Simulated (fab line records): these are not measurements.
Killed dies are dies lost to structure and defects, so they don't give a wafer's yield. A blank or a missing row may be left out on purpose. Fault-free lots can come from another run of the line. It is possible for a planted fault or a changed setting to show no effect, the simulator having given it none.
Struck lot and sound lot, side by side | flow n5-finfet | 33 steps out of a route of 1938
Sound: these wafers, L723.2, L723.5, L723.6. The struck wafers were L710.1, L710.3, L710.4. The cause is named last.
For every step that has rows: the tool of each side, followed by ch and its chambers, followed by its first start. Under that, the readings that differ: sound wafers | struck wafers | difference of the means | sigmas: that difference in standard deviations of wafers without a fault.
alike: words and numbers the same on both sides, and readings whose means are apart by under 2 such deviations; not compared: readings that were withheld, readings missing a value for some wafer, numbers with overlapping values and no deviation given by the record, and bounds like >300 which may hide the same value.
A row with sigmas, a row that says differs or no value, or rows on one side alone: a step with any of these is where the two part. When numbers do not overlap yet have no deviation, they are printed without sigmas and do not part them. Lack of a reading on every wafer of one side parts them only where that side has two or more wafers.

N5_BEOL_M11_ALD_74: deposits TaN, target thk 2 nm, pulse time 2 s, purge time 3 s.
  sound on ald-metal-04 ch 0,1,2, day 15 18:38; struck on ald-metal-03 ch 0,1,3, day 12 08:05
  alike: heater-power-w, precursor-vessel-carrier-sccm
N5_BEOL_M11_SURFACE_TREAT_76:
  sound on pvd-sputter-02 at day 15 18:58; struck on pvd-sputter-01 at day 12 08:22
  not compared: throttle-valve-pct
then, 3 steps without rows for these wafers: N5_BEOL_M11_CVD_75 (deposits Co from CCTBA/H2, target thk 2 nm, time 138.9 s); N5_BEOL_M11_SPUTTER_48 (material Cu, target thk 12 nm, time 2 s); N5_BEOL_M11_ECD_50 (material Cu, target thk 318 nm).
N5_BEOL_M11_ANNEAL_51: time 90 s.
  sound on rtp-anneal-01 ch 0, day 15 19:26; struck on rtp-anneal-02 ch 0, day 12 08:49
  alike: wafer_temp_C_max
then, 1 step without rows for these wafers: N5_BEOL_M11_CMP_52 (polishes, stops on SiCOH lowk, t overpolish 7 s, target thk 140 nm).
N5_BEOL_M11_THK_MEAS_53: measures by xrf.
  sound on film-metro-01 at day 15 19:59; struck on film-metro-01 at day 12 09:41
  alike: M11_THK
then, 1 step without rows for these wafers: N5_BEOL_M11_PRE_CLEAN_55 (time 15 s).
N5_BEOL_M11_DEP_56: deposits SiCN from 3MS/NH3, target thk 30 nm, time 10.5 s.
  sound on pecvd-04 ch 1,2, day 15 20:02; struck on pecvd-02 ch 0,1, day 12 09:46
  alike: chamber-pressure-Torr, rf-fwd-power-W, showerhead-plenum-p-Torr, throttle-valve-pct
N5_BEOL_M11_RS_MEAS_57: measurement is done with a four-point probe.
  sound on film-metro-01 at day 15 20:06; struck on film-metro-02 at day 12 09:50
  alike: M11_RS
N5_BEOL_M11_INSPECT_58: inspects for defects (darkfield).
  sound on defect-inspect-01 at day 15 20:08; struck on defect-inspect-01 at day 12 09:52
  alike: raw-defect-count
N5_BEOL_M12_ILD_DEP_00: deposits SiOC from DEMS/O2, target thk 658.92 nm, time 130.7 s.
  sound on pecvd-03 ch 0,1,2, day 15 20:10; struck on pecvd-02 ch 0,1, day 12 09:54
  no value came back on the struck wafers for any of 6 readings (chamber-pressure-Torr (Torr), heater-power-outer-w (W) and others); on the sound wafers chamber-pressure-Torr (Torr) reads 4.987 5.026 5.003
then, 8 steps without rows for these wafers: N5_BEOL_M12_COAT_58 (time 60 s, resist thk 89 nm); N5_BEOL_M12_COAT_04 (resist thk 400 nm); N5_BEOL_M12_EBR_06; N5_BEOL_M12_SOFTBAKE_05 (time 60 s); N5_BEOL_M12_EXPOSE_07 (exposes mask V11); N5_BEOL_M12_PEB_08 (peb time 90 s); N5_BEOL_M12_DEVELOP_09 (develop time 45 s); N5_BEOL_M12_HARDBAKE_14 (time 120 s).
N5_BEOL_M12_CD_MEAS_10 targets a cd of 140 nm.
  sound on cd-sem-03 ch 0, day 15 20:37; struck on cd-sem-03 ch 0, day 12 10:30
  alike: cd-nm
N5_BEOL_M12_OVL_MEAS_11:
  sound on overlay-01 ch 0, day 15 20:38; struck on overlay-01 ch 0, day 12 10:32
  alike: V11_OVL
N5_BEOL_M12_INSPECT_12: inspects for defects (macro).
  sound on defect-inspect-02 at day 15 20:40; struck on defect-inspect-01 at day 12 10:34
  alike: raw-defect-count
then, 1 step without rows for these wafers: N5_BEOL_M12_DESCUM_15 (chemistry O2, time 7.9 s).
N5_BEOL_M12_ETCH_59: etches BARC in N2/H2, target depth 89 nm, overetch 26.7 nm, time 67.9 s.
  sound on rie-diel-03 ch 0,1, day 15 20:44; struck on rie-diel-03 ch 0,2,3, day 12 10:38
  alike: drypump-motor-current-A, oes-product-au, rf-vpp-V, showerhead-plenum-p-Torr, throttle-valve-pct
  not compared: rf-hours-counter-h
N5_BEOL_M12_VIA_ETCH_16: etches SiOC in C4F8/O2/Ar, target depth 724.8 nm.
  sound on rie-diel-03 ch 0,1, day 15 20:47; struck on rie-diel-03 ch 0,2,3, day 12 10:41
  reading                                    | sound             | struck            | difference | sigmas
  oes-product-au (a.u.)                      | 0.61 0.81 0.61    | 0.33 0.26 0.31    | -0.38      | -5
  model.etch.depth-nm (nm)                   | 649.2 668.1 664.4 | 0 0 0             | -661       |
  model.coat_of_BEOL_M12_COAT_04.thk-nm (nm) | 127.6 118.8 122.4 | 313.6 314.4 315.8 | +191.7     |
  alike: O2_flow_sccm, drypump-motor-current-A, rf-vpp-V, showerhead-plenum-p-Torr, throttle-valve-pct
N5_BEOL_M12_STRIP_63: strips in N2/H2.
  sound on plasma-asher-02 ch 0,1, day 15 20:59; struck on plasma-asher-02 ch 0,1, day 12 10:53
  reading                      | sound             | struck            | difference | sigmas
  oes-product-au (a.u.)        | 0.698 0.696 0.687 | 0.861 0.861 0.860 | +0.167     | +35
  strip-time-to-endpoint-s (s) | 43.7 41.3 42.3    | 91.4 91.6 92.0    | +49.2      | +63
  alike: drypump-motor-current-A, heater-power-w
  not compared: rf-hours-counter-h
then, 3 steps without rows for these wafers: N5_BEOL_M12_STRIP_64 (strips in N2/H2); N5_BEOL_M12_STRIP_71 (strips in post etch residue remover, time 60 s); N5_BEOL_M12_SRD_72 (time 30 s, dry time 30 s).
N5_BEOL_M12_CD_MEAS_17 targets a cd of 140 nm.
  sound on cd-sem-03 at day 15 21:12; struck on cd-sem-02 at day 12 11:05
  reading    | sound             | struck | difference                    | sigmas
  cd-nm (nm) | 143.1 143.9 138.8 | - - -  | no value on the struck wafers |
then, 1 step without rows for these wafers: N5_BEOL_M12_COAT_65 (time 60 s, resist thk 300 nm).

== WHERE THEY PART ==
Earliest at N5_BEOL_M12_ILD_DEP_00; latest, in this record, at N5_BEOL_M12_CD_MEAS_17.

WHY: the cause the simulator had injected
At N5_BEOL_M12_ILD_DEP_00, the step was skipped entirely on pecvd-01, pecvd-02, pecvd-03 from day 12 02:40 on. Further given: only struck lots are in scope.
